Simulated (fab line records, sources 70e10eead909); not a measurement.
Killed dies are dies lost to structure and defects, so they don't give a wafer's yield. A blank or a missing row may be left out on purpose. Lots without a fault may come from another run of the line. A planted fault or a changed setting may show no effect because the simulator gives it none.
Chamber matching | flow nand_harc | NHARC_A_STAIRCASE_CMP_472 on cmp-04: 4 sister chambers
The step polishes SiO2. 22 wafers are shown with their chamber, then 11 later ones without.

WAFERS WITH THEIR CHAMBER
wafer  | chamber | motor_current_A (A)
L074.1 | 3       | 10.6
L074.2 | 2       | 12.8
L074.5 | 3       | 10.6
L076.1 | 3       | 10.9
L076.4 | 2       | 12.7
L076.6 | 1       | 13.9
L079.2 | 3       | 10.6
L079.5 | 3       | 10.8
L079.6 | 0       | 14.1
L081.2 | 2       | 12.6
L081.5 | 3       | 10.6
L081.6 | 2       | 11.7
L082.1 | 1       | 13.4
L082.5 | 2       | 12.3
L082.6 | 1       | 13.4
L084.1 | 1       | 14.1
L084.3 | 3       | 10.5
L084.4 | 0       | 14.8
L085.4 | 2       | 12.0
L085.5 | 2       | 12.1
L085.6 | 1       | 13.3
L088.3 | 3       | 11.0

SIGNATURES (means of the wafers above)
reading         | chamber 0 | chamber 1 | chamber 2 | chamber 3 | scatter within a chamber
motor_current_A | 14.450    | 13.620    | 12.314    | 10.700    | 0.33
Rule: a wafer's distance from a chamber is the root of the sum, over the readings, of the square of ((its reading less the chamber's mean) divided by the reading's scatter). The wafer belongs to the nearest chamber; if the next one is less than 2 further off, it can't be placed. The scatter: the root of (the sum of the squares of (reading less its chamber's mean) over the shown wafers, divided by (wafers less chambers)).

WAFERS WITHOUT THEIR CHAMBER
wafer  | motor_current_A (A)
L088.5 | 11.7
L088.6 | 11.0
L087.1 | 13.3
L087.4 | 12.8
L087.6 | 15.2
L093.1 | 11.3
L093.2 | 12.6
L093.6 | 11.2
L095.1 | 13.2
L095.2 | 10.6
L095.4 | 14.1

WHICH CHAMBER EACH WENT THROUGH
wafer  | from the rows above     | in truth
L088.5 | can't be placed: 2 or 3 | 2
L088.6 | 3                       | 3
L087.1 | 1                       | 1
L087.4 | can't be placed: 2 or 1 | 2
L087.6 | 0                       | 0
L093.1 | can't be placed: 3 or 2 | 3
L093.2 | 2                       | 2
L093.6 | can't be placed: 3 or 2 | 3
L095.1 | can't be placed: 1 or 2 | 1
L095.2 | 3                       | 3
L095.4 | can't be placed: 0 or 1 | 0
Placed correctly: 5 of 11. Can't be placed from these rows: 6 (the true chamber is among the candidates in 6). Placed wrongly: 0.
